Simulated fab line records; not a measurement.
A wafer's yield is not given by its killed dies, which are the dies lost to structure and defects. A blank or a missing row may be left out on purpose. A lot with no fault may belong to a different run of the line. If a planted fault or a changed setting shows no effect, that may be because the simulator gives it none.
Matching of chambers | flow nand_harc | 4 sister chambers for NHARC_A_SGD_CUT_ETCHBACK_24 on rie_diel-12
The step etches the open film in CH3F/O2, target depth 50 nm, time 92.857 s. 8 wafers are shown with their chamber, then 9 later ones without.

WAFERS WITH THEIR CHAMBER
wafer  | chamber | drypump_motor_current_A (A) | rf_vpp_V (V)
L084.3 | 2       | 6.2                         | 246.1
L086.5 | 1       | 5.1                         | 241.8
L085.1 | 3       | 5.0                         | 242.9
L085.2 | 0       | 5.7                         | 242.2
L085.3 | 1       | 5.2                         | 243.8
L090.1 | 2       | 6.2                         | 246.4
L090.4 | 0       | 5.8                         | 243.2
L090.5 | 3       | 4.9                         | 241.9

WAFERS WITHOUT THEIR CHAMBER
wafer  | drypump_motor_current_A (A) | rf_vpp_V (V)
L092.3 | 5.2                         | 243.0
L092.5 | 5.2                         | 242.4
L092.6 | 5.7                         | 243.0
L097.1 | 5.0                         | 242.9
L097.2 | 5.7                         | 242.6
L097.6 | 5.7                         | 241.8
L096.2 | 5.0                         | 242.1
L096.4 | 5.7                         | 242.2
L096.5 | 5.7                         | 241.2

WHICH CHAMBER EACH WENT THROUGH
wafer  | from the rows above     | in truth
L092.3 | 1                       | 1
L092.5 | 1                       | 1
L092.6 | 0                       | 0
L097.1 | can't be placed: 3 or 1 | 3
L097.2 | 0                       | 0
L097.6 | 0                       | 0
L096.2 | can't be placed: 3 or 1 | 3
L096.4 | 0                       | 0
L096.5 | 0                       | 0
Placed correctly: 7 of 9. Not placeable from these rows: 2 (in 2, the candidates include the true chamber). Number placed wrongly: 0.
How it was worked out, from the rows above alone: a wafer's distance from a chamber is the root of the sum, over the readings, of the square of ((its reading less the chamber's mean) divided by the reading's scatter). The wafer belongs to the nearest chamber; if the next one is less than 2 further off, it can't be placed. For every chamber, the mean is computed from those of its wafers that are shown. How the scatter is found: for the shown wafers, subtract from each reading the mean of its chamber, square and add these, divide the total by (wafers less chambers), then take the root.
